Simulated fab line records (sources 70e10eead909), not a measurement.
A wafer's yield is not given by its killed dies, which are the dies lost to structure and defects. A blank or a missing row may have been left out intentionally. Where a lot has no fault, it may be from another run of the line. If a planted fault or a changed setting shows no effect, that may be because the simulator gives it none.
Chamber matching || flow nand_harc || NHARC_A_CHANNEL_FILL_D2_ETCHBACK_20 on rie_diel-11 has 4 sister chambers
The step etches the open film in C4F8/O2/Ar, target depth 27 nm, time 13.5 s. 4 wafers are shown with their chamber, then 7 later ones without.

## WAFERS PAIRED WITH THEIR CHAMBERS
{"wafer": "L456.6", "chamber": 2, "rf_vpp_V (V)": 970}
{"wafer": "L458.5", "chamber": 1, "rf_vpp_V (V)": 980}
{"wafer": "L461.3", "chamber": 0, "rf_vpp_V (V)": 982}
{"wafer": "L461.5", "chamber": 3, "rf_vpp_V (V)": 986}

## WAFERS MISSING THEIR CHAMBER
{"wafer": "L461.6", "rf_vpp_V (V)": 982}
{"wafer": "L473.1", "rf_vpp_V (V)": 971}
{"wafer": "L473.4", "rf_vpp_V (V)": 981}
{"wafer": "L473.6", "rf_vpp_V (V)": 982}
{"wafer": "L472.3", "rf_vpp_V (V)": 970}
{"wafer": "L472.4", "rf_vpp_V (V)": 985}
{"wafer": "L472.6", "rf_vpp_V (V)": 980}

## EACH ONE'S CHAMBER
{"wafer": "L461.6", "from the rows above": 0, "in truth": 0}
{"wafer": "L473.1", "from the rows above": 2, "in truth": 2}
{"wafer": "L473.4", "from the rows above": "can't be placed: 0 or 1", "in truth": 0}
{"wafer": "L473.6", "from the rows above": 0, "in truth": 0}
{"wafer": "L472.3", "from the rows above": 2, "in truth": 2}
{"wafer": "L472.4", "from the rows above": 3, "in truth": 3}
{"wafer": "L472.6", "from the rows above": 1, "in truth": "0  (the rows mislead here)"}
5 of 7 placed correctly. Cannot be placed on the basis of these rows: 1; the candidates contain the true chamber in 1. Wrongly placed: 1.
How it was worked out, from the rows above alone: a wafer's distance from a chamber is the root of the sum, over the readings, of the square of ((its reading less the chamber's mean) divided by the reading's scatter). The wafer belongs to the nearest chamber; if the next one is less than 2 further off, it can't be placed. For every chamber, the mean is computed from those of its wafers that are shown. The scatter (one wafer shown for each chamber): square how far every hidden wafer sits from the nearest shown wafer, average those squares and take the square root.
